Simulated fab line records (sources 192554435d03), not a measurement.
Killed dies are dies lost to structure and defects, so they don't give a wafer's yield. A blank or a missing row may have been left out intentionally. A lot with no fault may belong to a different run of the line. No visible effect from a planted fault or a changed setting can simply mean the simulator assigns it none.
What tool caused it? ; flow n5Finfet ; at 1 step of a route of 1938, 11 lots with 30 wafers sampled

WHAT THE GAUGES SHOWED, per wafer
N5_BEOL_M12_INSPECT_30: inspects for defects (macro). Usual: 2.1 for rawDefectCount, sd 1.5.
lot;measured;on;rawDefectCount;flag
L547;day 10 11:16;defectInspect-01;2 5 1;
L552;day 11 12:30;defectInspect-02;4 1 4;
L553;day 11 21:22;defectInspect-01;2 7 2;
L554;day 12 14:58;defectInspect-01;2 2 3;
L558;day 13 17:29;defectInspect-02;3 2 1;
L562;day 14 05:10;defectInspect-02;0 1 2;
L563;day 14 10:19;defectInspect-01;0 1;
L567;day 15 10:39;defectInspect-01;2 3;
L566;day 15 17:50;defectInspect-02;4 0;
L569;day 16 10:34;defectInspect-01;4 0 2;
L570;day 16 16:17;defectInspect-01;2 0 4;

WHICH TOOL RAN EACH LOT (tool, then ch and the chambers of the sampled wafers, then the start)
There is no process step in the record ahead of these readings.

WHAT THE TOOLS THEMSELVES READ (means of the sampled wafers that have a number; where no wafer has one, the mark that the record gives instead)
The record holds no such reading with a usual standard deviation.

THE ANSWER, worked out from the rows above alone
Rule: a lot counts as off when the mean over its wafers that have a number is more than 3 standard deviations away from the usual mean. A lot without any number at a reading at which 4 lots or more have one is off too. Where the step has rows for the other lots, those lots are counted as sound. First the gauges in route order, then the tools' own readings, where a lot's mean is used as printed above. At the first step where some lot is off, the reading lying furthest off is the one used; lots without a number count as furthest.
Nothing can be told from this: no lot is off at any reading shown.

WHAT WAS PUT IN BY THE SIMULATOR
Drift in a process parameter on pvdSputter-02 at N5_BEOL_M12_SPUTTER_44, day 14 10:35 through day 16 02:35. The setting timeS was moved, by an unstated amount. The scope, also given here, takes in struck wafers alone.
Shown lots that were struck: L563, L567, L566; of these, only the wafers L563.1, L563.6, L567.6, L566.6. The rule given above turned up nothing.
